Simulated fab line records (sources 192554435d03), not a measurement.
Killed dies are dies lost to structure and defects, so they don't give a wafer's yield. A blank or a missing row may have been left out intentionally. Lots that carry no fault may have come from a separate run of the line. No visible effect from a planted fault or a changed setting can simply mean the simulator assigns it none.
Chamber matching / flow n5-finfet / N5_BEOL_M11_ETCH_66 on rie-diel-01: 4 sister chambers
The step etches SOC in N2/H2, target depth 120 nm, overetch 24 nm, time 180 s. 7 wafers are shown with their chamber, then 7 later ones without.

WAFERS PAIRED WITH THEIR CHAMBERS
wafer=L074.1; chamber=2; showerhead-plenum-p-Torr (Torr)=2.51; throttle-valve-pct (%)=18.30
wafer=L082.1; chamber=1; showerhead-plenum-p-Torr (Torr)=2.63; throttle-valve-pct (%)=17.92
wafer=L083.1; chamber=1; showerhead-plenum-p-Torr (Torr)=2.63; throttle-valve-pct (%)=17.95
wafer=L083.2; chamber=2; showerhead-plenum-p-Torr (Torr)=2.50; throttle-valve-pct (%)=18.34
wafer=L083.4; chamber=3; showerhead-plenum-p-Torr (Torr)=2.50; throttle-valve-pct (%)=18.09
wafer=L087.3; chamber=0; showerhead-plenum-p-Torr (Torr)=2.56; throttle-valve-pct (%)=17.89
wafer=L087.5; chamber=3; showerhead-plenum-p-Torr (Torr)=2.50; throttle-valve-pct (%)=17.72

WAFERS WHOSE CHAMBER IS MISSING
wafer=L087.6; showerhead-plenum-p-Torr (Torr)=2.62; throttle-valve-pct (%)=17.95
wafer=L088.1; showerhead-plenum-p-Torr (Torr)=2.49; throttle-valve-pct (%)=17.72
wafer=L088.5; showerhead-plenum-p-Torr (Torr)=2.62; throttle-valve-pct (%)=17.96
wafer=L088.6; showerhead-plenum-p-Torr (Torr)=2.55; throttle-valve-pct (%)=17.90
wafer=L090.2; showerhead-plenum-p-Torr (Torr)=2.55; throttle-valve-pct (%)=17.89
wafer=L090.4; showerhead-plenum-p-Torr (Torr)=2.50; throttle-valve-pct (%)=17.94
wafer=L090.5; showerhead-plenum-p-Torr (Torr)=2.55; throttle-valve-pct (%)=17.89

THE CHAMBER EACH PASSED THROUGH
wafer=L087.6; from the rows above=1; in truth=1
wafer=L088.1; from the rows above=3; in truth=3
wafer=L088.5; from the rows above=1; in truth=1
wafer=L088.6; from the rows above=0; in truth=0
wafer=L090.2; from the rows above=0; in truth=0
wafer=L090.4; from the rows above=3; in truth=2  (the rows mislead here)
wafer=L090.5; from the rows above=0; in truth=0
Correct placement for 6 of the 7. Left unplaced by these rows: 0. Number placed wrongly: 1.
How it was worked out, from the rows above alone: a wafer's distance from a chamber is the root of the sum, over the readings, of the square of ((its reading less the chamber's mean) divided by the reading's scatter). The wafer belongs to the nearest chamber; if the next one is less than 2 further off, it can't be placed. Each chamber's mean is taken over the wafers shown for it. The scatter: the root of (the sum of the squares of (reading less its chamber's mean) over the shown wafers, divided by (wafers less chambers)).
